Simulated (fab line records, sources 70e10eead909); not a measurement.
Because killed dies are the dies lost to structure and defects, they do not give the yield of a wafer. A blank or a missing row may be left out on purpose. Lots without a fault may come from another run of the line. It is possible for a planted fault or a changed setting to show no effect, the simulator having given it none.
fab line records | flow nand_harc
[record] lots = 24 wafers = 72 last_day = 33
route steps=1302 shown P_CONTACT@233 P_M0@284 P_M1@302
lots that met no fault: taken from a fault-free run of the same line
start_h: hours from the record's first day to the start of the lot's first wafer shown | wait_h: time in hours since the lot's previous step | " unchanged from the row above | L1.1+2: a row that stands for several wafers | - no value, or no start given | * or withheld: withheld | < > ~ a bound
route shown NAME@n: names a module that has steps shown in the file, with the first one's number in the route | usual: mean and standard deviation over wafers with no fault | same: alike in all rows | chamber/n: place in a boat | sites: the reading at each site | _std_site: the values' standard deviation | _edge_site: outer sites' mean less inner sites' | radius_mm: for every site, how far away it sits from the centre of the wafer | mask NAME#n: copy n | behind: the tool/chamber that last shaped the wafer | hold: why the lot was held/for how many hours/how that ended | device: whichever transistor did not switch (one of n, p or np) | end of line: at the end of the route, the tests of the same wafers | where a step has no rows: the recipe by itself | killed: not the wafer's yield, but the dies lost to structure and defects at the first sort | map: per-die view of a wafer (x killed, . not killed, _ where there is no die)
set.NAME: the run value of the setting; set.NAME@STEP: its run value at that earlier step | model.NAME: the simulator's own value behind a step, which no gauge read
the route's steps for a sample of lots (tables are steps, rows are wafers)
services: the hour from which a tool's chamber was out of use, counted from the record's first day as start_h (under 0 if before that day), plus the number of hours and why
[[steps]]
[step NHARC_P_CONTACT_OVL_MEAS_13]
[usual] overlay_x_nm = 0.0/0.79 overlay_y_nm = -0.1/0.77
// columns lot.wafer tool chamber start_h wait_h overlay_x_nm overlay_y_nm
L074.2 overlay-01 - 126.77 - 0.4 -0.6
L074.5 " - " " 0.2 -0.7
L074.6 " - " " 0.1 -0.6
L075.1 overlay-01 - 132.26 - 0.8 -0.3
L075.2 " - " " 0.5 -0.3
L075.5 " - " " 0.3 -0.1
L076.1 overlay-01 - 146.31 - 0.7 1.4
L076.4 " - " " 0.5 1.0
L076.6 " - " " 0.7 1.3
L077.4 overlay-01 - 147.02 - 1.0 -2.0
L077.5 " - " " 1.7 -1.4
L077.6 " - " " 1.9 -1.8
L078.1 overlay-02 - 161.58 - -0.1 0.7
L078.2 " - " " 0.0 0.8
L078.5 " - " " -0.3 0.7
L079.2 overlay-01 - 167.96 - 0.5 0.0
L079.3 " - " " 0.7 0.0
L079.6 " - " " 0.9 -0.1
L080.1 overlay-02 - 178.97 - 0.1 -0.7
L080.4 " - " " 0.9 -0.3
L080.6 " - " " 0.3 -0.1
L081.1 overlay-02 - 196.02 - -0.2 0.9
L081.3 " - " " -0.5 1.1
L081.5 " - " " -0.4 1.2
L082.1 overlay-02 - 196.76 - -0.2 -0.7
L082.2 " - " " 0.1 -0.6
L082.4 " - " " 0.2 -1.0
L084.3 overlay-01 - 212.91 - 1.1 -0.6
L084.5 " - " " 0.8 -0.1
L084.6 " - " " 0.8 -0.6
L083.2 overlay-02 - 213.53 - 0.6 -1.3
L083.3 " - " " 0.2 -1.3
L083.5 " - " " -0.1 -1.5
L085.2 overlay-01 - 234.94 - 0.6 0.7
L085.3 " - " " 0.7 0.1
L085.5 " - " " 0.9 0.1
L086.1 overlay-01 - 240.83 - -0.8 0.4
L086.3 " - " " -1.1 0.8
L086.6 " - " " -1.0 0.2
L087.2 overlay-01 - 243.39 - -1.4 0.2
L087.3 " - " " -1.9 0.2
L087.5 " - " " -1.2 0.3
L088.2 overlay-01 - 260.41 - -0.3 0.1
L088.3 " - " " -0.7 -0.7
L088.6 " - " " -0.5 -0.4
L089.2 overlay-01 - 261.30 - 0.3 0.2
L089.3 " - " " -0.7 0.8
L089.4 " - " " -0.4 0.4
L090.3 overlay-01 - 280.10 - -0.5 -0.8
L090.4 " - " " 0.3 -0.7
L090.5 " - " " -0.2 -1.2
L091.2 overlay-01 - 291.07 - 0.4 0.1
L091.5 " - " " 0.3 0.5
L091.6 " - " " 0.4 0.1
L092.1 overlay-01 - 295.99 - 0.7 -0.7
L092.4 " - " " 1.0 -1.7
L092.5 " - " " 0.6 -1.8
L093.1 overlay-02 - 317.39 - -1.4 0.1
L093.5 " - " " -1.2 -0.4
L093.6 " - " " -1.3 0.0
L094.2 overlay-02 - 323.81 - -0.6 0.3
L094.3 " - " " -0.1 0.3
L094.5 " - " " -0.7 0.5
L095.3 overlay-02 - 324.13 - -0.6 -0.4
L095.4 " - " " -0.9 0.0
L095.5 " - " " -1.3 0.6
L096.1 overlay-01 - 337.90 - -0.5 0.6
L096.3 " - " " -0.3 0.3
L096.5 " - " " -0.8 0.5
L097.2 overlay-02 - 346.01 - -0.3 0.0
L097.4 " - " " -0.6 0.0
L097.6 " - " " -0.7 0.5
[step NHARC_P_CONTACT_ETCH_31]
[recipe] target_depth_a = 300 time_s = 85.7 ion_energy_ev = 120 over_etch_frac = 1 ch3f_flow_sccm = 50 o2_flow_sccm = 30 ar_flow_sccm = 200 rf_w = 500 bias_w = 100 chemistry = CH3F/O2
[usual] drypump_motor_current_A = 5.9/0.43 oes_product_au = 0.980/0.014 rf_vpp_V = 243.5/1.3 showerhead_plenum_p_Torr = 2.41/0.083 throttle_valve_pct = 20.662/0.0093
[same] time_s = 85.7
// columns lot.wafer tool chamber start_h wait_h drypump_motor_current_A oes_product_au rf_hours_counter_h rf_vpp_V showerhead_plenum_p_Torr throttle_valve_pct
L074.2 rie_diel-01 0 - - 6.4 0.962 3.6 245.5 2.62 20.662
L074.6 " 0 " " 6.4 0.963 - 246.5 2.62 20.671
L074.5 " 1 " " 5.6 0.958 - 242.7 2.38 20.656
L075.2 rie_diel-11 3 - - 6.2 0.989 1.1 243.3 2.44 20.652
L075.1 " 1 " " 5.9 0.961 1.6 244.0 2.41 20.651
L075.5 " 0 " " 6.3 0.975 - 243.5 2.39 20.667
L076.1 rie_diel-11 3 - - 6.3 0.976 1.6 244.8 2.44 20.661
L076.4 " 0 " " 6.2 0.990 1.9 245.2 2.39 20.668
L076.6 " 2 " " 6.0 0.964 - 245.1 2.41 20.660
L077.4 rie_diel-12 0 - - 5.5 0.987 1.0 244.6 2.48 20.670
L077.6 " 2 " " 5.7 0.972 - 241.1 2.31 20.660
L077.5 " 3 " " 5.9 0.987 - 241.6 2.31 20.665
L078.1 rie_diel-12 0 - - 5.5 0.976 1.3 242.4 2.48 20.660
L078.2 " 2 " " 5.7 0.966 1.5 241.5 2.31 20.654
L078.5 " 0 " " 5.5 0.975 - 244.8 2.48 20.658
L079.2 rie_diel-12 3 - - 5.9 0.995 2.2 241.8 2.31 20.653
L079.3 " 0 " " 5.5 0.997 1.9 243.7 2.48 20.671
L079.6 " 3 " " 5.9 0.986 - 241.5 2.31 20.644
L080.4 rie_diel-11 0 - - 6.3 0.993 2.6 245.2 2.39 20.662
L080.1 " 1 " " 5.9 0.972 2.8 243.0 2.41 20.657
L080.6 " 3 " " 6.3 1.004 - 244.2 2.44 20.655
L081.1 rie_diel-01 3 - - 6.5 0.977 8.4 243.5 2.39 20.669
L081.3 " 0 " " 6.4 0.984 6.4 247.8 2.62 20.665
L081.5 " 0 " " 6.4 0.973 - 245.1 2.62 20.670
L082.4 rie_diel-11 0 - - 6.2 0.975 3.2 242.9 2.39 20.665
L082.2 " 2 " " 6.0 0.969 3.6 243.2 2.41 20.640
L082.1 " 3 " " 6.3 0.981 3.0 243.6 2.44 20.682
L084.3 rie_diel-11 3 - - 6.3 0.965 3.8 245.9 2.44 20.653
L084.5 " 1 " " 5.9 0.952 - 242.5 2.41 20.664
L084.6 " 2 " " 6.0 0.950 - 244.2 2.41 20.656
L083.2 rie_diel-01 0 - - 6.4 0.989 7.9 244.6 2.62 20.661
L083.3 " 1 " " 5.5 0.984 9.3 242.9 2.38 20.653
L083.5 " 0 " " 6.4 0.985 - 245.9 2.62 20.664
L085.3 rie_diel-01 3 - - 6.5 0.993 0.5 242.7 2.39 20.685
L085.2 " 0 " " 6.4 0.993 0.5 246.7 2.62 20.660
L085.5 " 2 " " 5.4 0.993 - 244.0 2.46 20.665
L086.1 rie_diel-11 1 - - 5.9 0.966 4.7 243.9 2.41 20.676
L086.3 " 3 " " 6.2 0.979 4.4 241.9 2.44 20.676
L086.6 " 1 " " 5.9 0.958 - 244.0 2.41 20.676
L087.3 rie_diel-12 2 - - 5.7 0.983 3.6 243.7 2.31 20.663
L087.2 " 3 " " 5.9 1.003 3.6 241.3 2.31 20.662
L087.5 " 2 " " 5.7 0.986 - 243.7 2.31 20.659
L088.3 rie_diel-01 2 - - 5.4 1.007 1.6 243.9 2.46 20.656
L088.2 " 3 " " 6.5 0.975 1.8 243.5 2.39 20.673
L088.6 " 3 " " 6.5 0.977 - 241.1 2.39 20.668
L089.3 rie_diel-12 0 - - 5.5 0.985 4.1 243.4 2.48 20.679
L089.2 " 1 " " 5.0 0.997 4.2 242.6 2.30 20.672
L089.4 " 2 " " 5.7 0.972 4.3 242.6 2.31 20.658
L090.3 rie_diel-12 0 - - 5.5 0.967 0.4 245.5 2.48 20.669
L090.4 " 1 " " 5.0 0.988 0.3 243.0 2.30 20.646
L090.5 " 0 " " 5.5 0.962 - 244.9 2.48 20.658
L091.2 rie_diel-12 1 - - 5.0 0.989 0.6 242.3 2.30 20.666
L091.5 " 1 " " 5.0 0.979 - 242.5 2.30 20.657
L091.6 " 2 " " 5.7 0.989 - 242.3 2.31 20.648
L092.1 rie_diel-11 2 - - 6.0 0.989 0.8 244.2 2.41 20.660
L092.4 " 3 " " 6.3 0.971 1.0 243.4 2.44 20.656
L092.5 " 2 " " 6.0 0.985 - 243.1 2.41 20.668
L093.1 rie_diel-11 2 - - 6.0 0.963 1.5 245.1 2.41 20.668
L093.5 " 1 " " 5.9 0.947 - 244.2 2.41 20.658
L093.6 " 2 " " 6.0 0.967 - 244.0 2.41 20.683
L094.2 rie_diel-11 3 - - 6.3 0.987 2.0 244.3 2.44 20.677
L094.3 " 0 " " 6.2 0.975 2.0 243.4 2.39 20.659
L094.5 " 2 " " 6.0 0.998 - 244.1 2.41 20.670
L095.3 rie_diel-01 3 - - 6.5 0.977 4.8 242.8 2.39 20.670
L095.4 " 0 " " 6.4 0.988 4.5 247.3 2.62 20.646
L095.5 " 0 " " 6.4 0.991 - 245.2 2.62 20.662
L096.1 rie_diel-12 3 - - 5.9 0.983 2.2 242.4 2.31 20.648
L096.3 " 0 " " 5.5 0.972 2.2 244.2 2.48 20.647
L096.5 " 0 " " 5.5 0.972 - 244.5 2.48 20.669
L097.2 rie_diel-01 1 - - 5.5 0.988 7.0 242.8 2.38 20.659
L097.4 " 2 " " 5.4 0.987 7.9 245.0 2.46 20.646
L097.6 " 0 " " 6.4 1.001 - 245.7 2.62 20.684
[step NHARC_P_M0_DEP_32]
[recipe] target_thk_a = 300 temp_c = 370 target_thk_nm = 30 pressure_torr = 3 flow_sccm = 200 rf_w = 450 material = SiCN
[usual] heater_power_w = 611/76
// columns lot.wafer tool chamber start_h wait_h heater_power_w
L074.2 pecvd-03 2 133.60 0.1 641
L074.6 " 0 " " 530
L074.5 " 2 " " 624
L075.2 pecvd-04 0 139.15 0.1 622
L075.1 " 2 " " 720
L075.5 " 0 " " 620
L076.1 pecvd-03 2 153.25 0.1 520
L076.6 " 1 " " 644
L076.4 " 0 " " 628
L077.5 pecvd-04 1 155.06 0.2 562
L077.6 " 2 " " 750
L077.4 " 0 " " 657
L078.1 pecvd-02 1 168.45 0.1 710
L078.2 " 0 " " 565
L078.5 " 0 " " 561
L079.3 pecvd-02 0 174.72 0.1 540
L079.2 " 1 " " 592
L079.6 " 0 " " 539
L080.1 pecvd-04 1 185.86 0.1 528
L080.6 " 2 " " 742
L080.4 " 0 " " 637
L081.1 pecvd-04 0 202.95 0.1 670
L081.3 " 1 " " 537
L081.5 " 0 " " 661
L082.1 pecvd-03 2 203.86 0.1 592
L082.2 " 0 " " 536
L082.4 " 2 " " 613
L084.3 pecvd-03 2 219.76 0.1 620
L084.6 " 1 " " 558
L084.5 " 2 " " 611
L083.3 pecvd-03 1 220.50 0.1 578
L083.2 " 2 " " 557
L083.5 " 0 " " 548
L085.3 pecvd-03 1 242.06 0.1 582
L085.2 " 0 " " 571
L085.5 " 2 " " 616
L086.1 pecvd-04 0 247.79 0.1 656
L086.3 " 2 " " 736
L086.6 " 0 " " 643
L087.3 pecvd-04 1 250.29 0.1 515
L087.2 " 2 " " 744
L087.5 " 2 " " 745
L088.3 pecvd-04 2 267.45 0.1 722
L088.2 " 0 " " 613
L088.6 " 0 " " 625
L089.2 pecvd-03 1 268.28 0.1 562
L089.3 " 0 " " 592
L089.4 " 2 " " 590
L090.3 pecvd-03 0 287.11 0.1 587
L090.4 " 2 " " 495
L090.5 " 1 " " 605
L091.2 pecvd-02 0 298.32 0.1 531
L091.5 " 1 " " 672
L091.6 " 0 " " 526
L092.1 pecvd-02 0 302.96 0.1 525
L092.4 " 0 " " 521
L092.5 " 1 " " 672
L093.1 pecvd-04 1 324.25 0.1 521
L093.5 " 1 " " 528
L093.6 " 2 " " 743
L094.2 pecvd-03 1 330.75 0.1 606
L094.3 " 2 " " 549
L094.5 " 2 " " 569
L095.3 pecvd-04 0 331.36 0.1 577
L095.4 " 0 " " 589
L095.5 " 1 " " 526
L096.3 pecvd-03 2 344.98 0.1 588
L096.1 " 0 " " 578
L096.5 " 2 " " 588
L097.2 pecvd-02 2 352.96 0.1 689
L097.4 " 1 " " 719
L097.6 " 0 " " 559
[step NHARC_P_M1_STRIP_18]
[recipe] power_w = 1000 n2_flow_sccm = 150 h2_flow_sccm = 150 ar_flow_sccm = 0 bias_w = 0 chemistry = N2/H2
[usual] drypump_motor_current_A = 5.7/0.4 oes_product_au = 1.005/0.01 rf_vpp_V = 90.8/1 showerhead_plenum_p_Torr = 2.05/0.11 throttle_valve_pct = 14.170/0.0093
// columns lot.wafer tool chamber start_h wait_h drypump_motor_current_A oes_product_au rf_hours_counter_h rf_vpp_V showerhead_plenum_p_Torr throttle_valve_pct
L074.2 rie_diel-09 0 135.21 0.1 5.4 1.002 15 91.8 2.20 14.170
L074.5 " 0 " " 5.4 1.004 - 91.5 2.20 14.167
L074.6 " 1 " " 6.0 1.007 - 90.5 1.90 14.181
L075.2 rie_diel-04 3 140.91 0.1 5.5 1.004 8 90.4 1.90 14.157
L075.1 " 0 " " 5.5 0.976 7 92.0 2.04 14.170
L075.5 " 3 " " 5.6 1.003 - 90.8 1.90 14.159
L076.4 rie_diel-04 0 155.07 0.1 5.5 0.977 8 90.7 2.04 14.182
L076.1 " 1 " " 5.2 0.992 9 90.3 2.03 14.182
L076.6 " 3 " " 5.5 1.004 - 89.3 1.90 14.175
L077.4 rie_diel-09 2 156.89 0.2 5.1 0.991 - 92.1 2.14 14.174
L077.5 " 3 " " 6.0 1.017 - 90.9 2.14 14.175
L077.6 " 1 " " 6.1 1.018 - 90.6 1.90 14.179
L078.1 rie_diel-09 2 170.34 0.1 5.1 0.999 3 90.7 2.14 14.175
L078.2 " 3 " " 6.0 1.013 3 91.2 2.14 14.157
L078.5 " 1 " " 6.1 1.005 - 90.4 1.90 14.151
L079.2 rie_diel-04 2 176.45 0.1 6.3 1.023 11 91.8 2.18 14.185
L079.3 " 3 " " 5.5 1.011 11 89.6 1.90 14.162
L079.6 " 2 " " 6.3 1.019 - 91.4 2.18 14.160
L080.4 rie_diel-07 3 187.76 0.1 6.3 1.008 19 90.9 2.14 14.175
L080.1 " 0 " " 5.5 1.002 6 90.8 1.94 14.171
L080.6 " 0 " " 5.6 0.990 - 89.2 1.94 14.161
L081.3 rie_diel-04 1 204.62 0.1 5.3 1.017 1 90.6 2.03 14.175
L081.1 " 2 " " 6.2 1.027 2 92.1 2.18 14.155
L081.5 " 1 " " 5.2 1.002 - 90.9 2.03 14.152
L082.1 rie_diel-04 3 205.63 0.1 5.6 1.002 2 88.2 1.89 14.153
L082.2 " 0 " " 5.5 0.985 2 91.2 2.04 14.169
L082.4 " 2 " " 6.3 1.020 2 91.3 2.18 14.176
L084.3 rie_diel-09 1 221.39 0.1 6.1 0.997 7 88.9 1.90 14.155
L084.6 " 0 " " 5.4 1.003 - 90.3 2.20 14.186
L084.5 " 1 " " 6.0 1.012 - 88.9 1.90 14.183
L083.2 rie_diel-04 2 222.26 0.1 6.3 1.028 2 91.0 2.18 14.162
L083.3 " 0 " " 5.5 0.998 3 90.6 2.04 14.168
L083.5 " 2 " " 6.2 1.011 - 91.2 2.18 14.180
L085.2 rie_diel-07 1 243.82 0.1 6.1 1.005 35 90.4 2.11 14.166
L085.3 " 2 " " 6.0 1.005 36 90.8 1.94 14.181
L085.5 " 1 " " 6.1 0.996 - 92.3 2.11 14.159
L086.3 rie_diel-09 2 249.66 0.1 5.1 1.003 10 90.6 2.13 14.162
L086.1 " 3 " " 6.0 1.018 10 90.4 2.13 14.172
L086.6 " 3 " " 6.1 1.015 - 91.8 2.13 14.169
L087.3 rie_diel-04 1 252.14 0.1 5.2 1.017 4 90.8 2.03 14.174
L087.2 " 2 " " 6.3 1.006 4 92.7 2.18 14.160
L087.5 " 1 " " 5.3 1.011 - 90.0 2.03 14.171
L088.2 rie_diel-04 1 269.25 0.1 5.3 1.008 5 90.9 2.03 14.175
L088.3 " 3 " " 5.5 1.019 5 90.0 1.89 14.171
L088.6 " 3 " " 5.5 1.003 - 91.1 1.89 14.159
L089.2 rie_diel-07 1 270.14 0.1 6.1 1.002 43 91.8 2.10 14.177
L089.3 " 2 " " 6.0 1.015 45 89.7 1.93 14.173
L089.4 " 3 " " 6.3 1.008 44 91.5 2.13 14.158
L090.3 rie_diel-04 0 288.77 0.1 5.5 0.991 5 89.7 2.04 14.161
L090.4 " 1 " " 5.3 0.999 6 90.9 2.03 14.162
L090.5 " 1 " " 5.3 1.006 - 91.3 2.03 14.157
L091.2 rie_diel-04 0 300.30 0.1 5.5 0.994 6 90.5 2.04 14.176
L091.5 " 1 " " 5.3 0.986 - 91.0 2.03 14.177
L091.6 " 2 " " 6.3 1.012 - 91.1 2.18 14.170
L092.1 rie_diel-09 2 305.02 0.1 5.1 1.014 15 91.6 2.13 14.171
L092.4 " 1 " " 6.1 1.015 13 90.0 1.89 14.173
L092.5 " 3 " " 6.0 1.021 - 90.8 2.13 14.171
L093.1 rie_diel-04 1 325.97 0.1 5.2 0.998 8 92.9 2.03 14.168
L093.5 " 0 " " 5.5 0.988 - 92.0 2.04 14.166
L093.6 " 1 " " 5.3 1.001 - 91.3 2.03 14.176
L094.3 rie_diel-04 2 332.52 0.1 6.2 1.006 8 91.4 2.18 14.195
L094.2 " 3 " " 5.5 1.007 9 90.9 1.89 14.161
L094.5 " 3 " " 5.5 1.005 - 89.5 1.89 14.162
L095.4 rie_diel-04 1 333.21 0.1 5.3 1.010 9 90.5 2.03 14.161
L095.3 " 2 " " 6.3 1.007 8 91.6 2.18 14.180
L095.5 " 0 " " 5.5 0.990 - 91.0 2.04 14.168
L096.3 rie_diel-09 2 346.77 0.1 5.1 1.005 2 92.4 2.13 14.173
L096.1 " 3 " " 6.0 1.000 2 92.5 2.13 14.166
L096.5 " 2 " " 5.1 1.012 - 91.9 2.13 14.170
L097.2 rie_diel-09 2 354.61 0.1 5.1 1.011 3 92.3 2.13 14.167
L097.4 " 3 " " 6.0 1.004 3 91.8 2.13 14.158
L097.6 " 2 " " 5.1 1.009 - 91.0 2.13 14.187
[step NHARC_P_M1_DEGAS_29]
[recipe] temp_c = 250 time_s = 60
[usual] heater_power_w = 359/27
[same] time_s = 60
// columns lot.wafer tool chamber start_h wait_h heater_power_w
L074.2 pvd_sputter-01 - 135.85 - 368
L074.6 " - " " 381
L074.5 " - " " 364
L075.1 pvd_sputter-03 - 141.53 - 355
L075.2 " - " " 337
L075.5 " - " " 358
L076.1 pvd_sputter-03 - 155.68 - 338
L076.4 " - " " 302
L076.6 " - " " 315
L077.4 pvd_sputter-01 - 157.51 - 373
L077.6 " - " " 354
L077.5 " - " " 378
L078.1 pvd_sputter-02 - 171.01 - 386
L078.2 " - " " 333
L078.5 " - " " 371
L079.2 pvd_sputter-02 - 177.16 - 342
L079.3 " - " " 373
L079.6 " - " " 381
L080.4 pvd_sputter-01 - 188.41 - 360
L080.1 " - " " 368
L080.6 " - " " 362
L081.3 pvd_sputter-02 - 205.23 - 367
L081.1 " - " " 385
L081.5 " - " " 382
L082.4 pvd_sputter-01 - 206.26 - 380
L082.2 " - " " 379
L082.1 " - " " 381
L084.3 pvd_sputter-02 - 222.03 - 340
L084.5 " - " " 379
L084.6 " - " " 392
L083.3 pvd_sputter-01 - 222.91 - 365
L083.2 " - " " 368
L083.5 " - " " 384
L085.2 pvd_sputter-03 - 244.44 - 367
L085.3 " - " " 308
L085.5 " - " " 310
L086.1 pvd_sputter-01 - 250.71 - 351
L086.3 " - " " 367
L086.6 " - " " 348
L087.3 pvd_sputter-02 - 252.84 - 371
L087.2 " - " " 371
L087.5 " - " " 361
L088.2 pvd_sputter-02 - 269.95 - 370
L088.3 " - " " 381
L088.6 " - " " 395
L089.4 pvd_sputter-01 - 270.78 - 396
L089.2 " - " " 375
L089.3 " - " " 356
L090.3 pvd_sputter-03 - 289.41 - 309
L090.4 " - " " 367
L090.5 " - " " 338
L091.2 pvd_sputter-03 - 300.93 - 302
L091.6 " - " " 302
L091.5 " - " " 368
L092.4 pvd_sputter-02 - 305.65 - 375
L092.1 " - " " 352
L092.5 " - " " 402
L093.1 pvd_sputter-03 - 326.59 - 306
L093.5 " - " " 308
L093.6 " - " " 359
L094.3 pvd_sputter-02 - 333.17 - 344
L094.2 " - " " 374
L094.5 " - " " 342
L095.3 pvd_sputter-03 - 333.82 - 341
L095.4 " - " " 362
L095.5 " - " " 335
L096.3 pvd_sputter-02 - 347.39 - 399
L096.1 " - " " 336
L096.5 " - " " 401
L097.4 pvd_sputter-02 - 355.24 - 381
L097.2 " - " " 343
L097.6 " - " " 379
[step NHARC_P_M1_PVD_20]
[recipe] target_thk_a = 50 bias_v = 168.6 power_w = 15000 chamber_pressure_pa = 0.12 time_s = 8.06 substrate_temp_c = 50 material = TaN
[usual] throttle_valve_pct = 29.9/0.86
[same] time_s = 8.06
// columns lot.wafer tool chamber start_h wait_h throttle_valve_pct
L074.2 pvd_sputter-01 - - - 30.1
L074.5 " - " " 30.0
L074.6 " - " " 28.0
L075.2 pvd_sputter-03 - - - 30.3
L075.1 " - " " 29.2
L075.5 " - " " 31.0
L076.4 pvd_sputter-03 - - - 31.1
L076.1 " - " " 29.2
L076.6 " - " " 30.2
L077.4 pvd_sputter-01 - - - 29.8
L077.6 " - " " 28.0
L077.5 " - " " 29.7
L078.1 pvd_sputter-02 - - - 31.3
L078.2 " - " " 29.1
L078.5 " - " " 31.1
L079.2 pvd_sputter-02 - - - 31.1
L079.3 " - " " 30.1
L079.6 " - " " 29.4
L080.1 pvd_sputter-01 - - - 30.1
L080.4 " - " " 29.9
L080.6 " - " " 29.6
L081.3 pvd_sputter-02 - - - 30.8
L081.1 " - " " 29.7
L081.5 " - " " 31.4
L082.4 pvd_sputter-01 - - - 30.0
L082.2 " - " " 29.6
L082.1 " - " " 28.4
L084.3 pvd_sputter-02 - - - 29.7
L084.5 " - " " 30.1
L084.6 " - " " 30.6
L083.2 pvd_sputter-01 - - - 29.8
L083.3 " - " " 28.2
L083.5 " - " " 29.9
L085.3 pvd_sputter-03 - - - 30.0
L085.2 " - " " 28.6
L085.5 " - " " 28.6
L086.3 pvd_sputter-01 - - - 28.6
L086.1 " - " " 29.3
L086.6 " - " " 30.3
L087.2 pvd_sputter-02 - - - 30.9
L087.3 " - " " 31.0
L087.5 " - " " 29.2
L088.3 pvd_sputter-02 - - - 31.1
L088.2 " - " " 29.8
L088.6 " - " " 30.8
L089.3 pvd_sputter-01 - - - 29.4
L089.4 " - " " 30.5
L089.2 " - " " 28.6
L090.4 pvd_sputter-03 - - - 30.3
L090.3 " - " " 30.0
L090.5 " - " " 28.3
L091.2 pvd_sputter-03 - - - 30.2
L091.6 " - " " 30.4
L091.5 " - " " 30.1
L092.4 pvd_sputter-02 - - - 31.6
L092.1 " - " " 29.7
L092.5 " - " " 30.8
L093.1 pvd_sputter-03 - - - 30.4
L093.5 " - " " 29.7
L093.6 " - " " 30.6
L094.2 pvd_sputter-02 - - - 30.0
L094.3 " - " " 31.3
L094.5 " - " " 29.7
L095.4 pvd_sputter-03 - - - 28.4
L095.3 " - " " 29.7
L095.5 " - " " 30.1
L096.1 pvd_sputter-02 - - - 31.0
L096.3 " - " " 30.0
L096.5 " - " " 30.8
L097.2 pvd_sputter-02 - - - 31.2
L097.4 " - " " 30.8
L097.6 " - " " 31.2
[[services]]
// columns tool chamber start_h hours kind
pvd_sputter-02 - 107.98 10.0 pm
rie_diel-09 2 109.03 2.2 repair
rie_diel-09 0 136.08 43.1 repair
rie_diel-09 - 143.19 9.0 pm
pvd_sputter-01 - 162.41 0.5 repair
rie_diel-04 0 165.66 13.1 repair
pvd_sputter-03 - 170.00 10.0 pm
rie_diel-04 - 177.90 9.0 pm
rie_diel-12 3 184.98 2.4 repair
pecvd-03 - 185.04 13.0 pm
rie_diel-12 - 190.07 0.3 repair
pvd_sputter-03 - 201.81 5.6 repair
pvd_sputter-01 - 239.15 10.0 pm
rie_diel-04 0 241.65 14.1 repair
pecvd-03 - 242.89 1.2 repair
rie_diel-11 - 255.50 9.0 pm
rie_diel-04 0 259.85 10.5 repair
pecvd-04 - 269.00 13.0 pm
pvd_sputter-02 - 285.98 10.0 pm
pecvd-04 2 298.47 13.5 repair
rie_diel-04 2 301.95 12.0 repair
rie_diel-11 0 326.31 7.6 repair
pvd_sputter-03 - 348.00 10.0 pm
rie_diel-04 - 354.90 9.0 pm
[[key]]
fault none
